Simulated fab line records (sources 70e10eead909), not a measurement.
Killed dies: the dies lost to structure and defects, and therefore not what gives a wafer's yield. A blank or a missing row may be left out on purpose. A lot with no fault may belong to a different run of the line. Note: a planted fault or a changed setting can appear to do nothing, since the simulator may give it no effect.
A lot that was struck, set against a sound lot -- flow nandHarc -- 15 steps out of a route of 1302
Sound: these wafers, L105.1, L105.3, L105.5. Struck: wafer L998.5. (L998.2, L998.6 of the same lot were not struck and are left out.) The cause comes at the end.
At each step with rows: each side's tool, then ch and its chambers, then its first start. Under that, the readings that differ: sound wafers -- struck wafers -- difference of the means -- sigmas: that difference in standard deviations of wafers without a fault.
alike: words and numbers the same on both sides, and readings whose means are apart by under 2 such deviations; not compared: readings that were withheld, readings missing a value for some wafer, numbers with overlapping values and no deviation given by the record, and bounds like >300 which may hide the same value.
A row with sigmas, a row that says differs or no value, or rows on one side alone: a step with any of these is where the two part. Non-overlapping numbers with no deviation appear without sigmas and do not part them. A reading that every wafer of one side lacks parts them only if that side has two wafers or more.

first, 8 steps without rows for these wafers: NHARC_A_CHANNEL_HOLE_D1_COAT_36 (time 75 s); NHARC_A_CHANNEL_HOLE_D1_COAT_37 (time 65 s); NHARC_A_CHANNEL_HOLE_D1_COAT_04 (resist thk 90 nm); NHARC_A_CHANNEL_HOLE_D1_SOFTBAKE_05 (time 55 s); NHARC_A_CHANNEL_HOLE_D1_EBR_06; NHARC_A_CHANNEL_HOLE_D1_EXPOSE_07 (exposes mask HOLE D1, target cd 100 nm); NHARC_A_CHANNEL_HOLE_D1_PEB_08 (peb time 65 s); NHARC_A_CHANNEL_HOLE_D1_DEVELOP_09 (develop time 35 s).
NHARC_A_CHANNEL_HOLE_D1_CD_MEAS_10: the cd target is 100 nm.
  sound on cdSem-03 ch 0, day 15 19:31; struck on cdSem-03 ch 0, day 12 22:40
  alike: cdNm
NHARC_A_CHANNEL_HOLE_D1_OVL_MEAS_11:
  sound: overlay-01 at day 15 19:36; struck: overlay-02 at day 12 22:45
  alike: overlayXNm, overlayYNm
NHARC_A_CHANNEL_HOLE_D1_INSPECT_12:
  sound: defectInspect-02 at day 15 19:38; struck: defectInspect-02 at day 12 22:47
  alike: rawDefectCount
NHARC_A_CHANNEL_HOLE_D1_DESCUM_15: chemistry O2, time 3 s.
  sound on rieDiel-08 ch 0,2, day 15 19:43; struck on rieDiel-08 ch 2, day 12 22:51
  alike: drypumpMotorCurrentA, oesProductAu, rfVppV, showerheadPlenumPTorr, throttleValvePct
  not compared: rfHoursCounterH
NHARC_A_CHANNEL_HOLE_D1_ETCH_38: etches the open film in CF4, target depth 39 nm, time 65 s.
  sound on rieDiel-08 ch 0,1,2, day 15 19:47; struck on rieDiel-08 ch 3, day 12 22:56
reading,sound,struck,difference,sigmas
runLengthS (s),87.1 86.4 85.9,68.7,-17.8,-36
  alike: drypumpMotorCurrentA, oesProductAu, rfVppV, showerheadPlenumPTorr, throttleValvePct
  not compared: biasW, rfHoursCounterH
NHARC_A_CHANNEL_HOLE_D1_ETCH_39: etches the open film in N2/H2, target depth 260 nm, time 325 s.
  sound: rieDiel-08 ch 0,1,3; struck: rieDiel-08 ch 0
reading,sound,struck,difference,sigmas
biasW (W),150.4 149.7 150.3,149.3,-0.8,-2
  alike: drypumpMotorCurrentA, oesProductAu, rfVppV, runLengthS, showerheadPlenumPTorr, throttleValvePct
  not compared: rfHoursCounterH
-- the record jumps here: 15 days lie between the struck wafers' starts before and after (it left off in module A_CHANNEL_HOLE_D1 and takes up again in module END, whose first step shown is number 1302 of the route) --
NHARC_END_SORT_01:
  at this point the record logs the struck wafers (prober-01 ch 0, day 28 10:27) and has no rows for the sound ones

== WHERE THEY PART ==
First at NHARC_A_CHANNEL_HOLE_D1_ETCH_38; last, within this record, at NHARC_END_SORT_01.

WHY: whatever the simulator had introduced
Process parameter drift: rieDiel-08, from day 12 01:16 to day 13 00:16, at NHARC_A_CHANNEL_HOLE_D1_ETCH_38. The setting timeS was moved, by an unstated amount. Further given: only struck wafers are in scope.
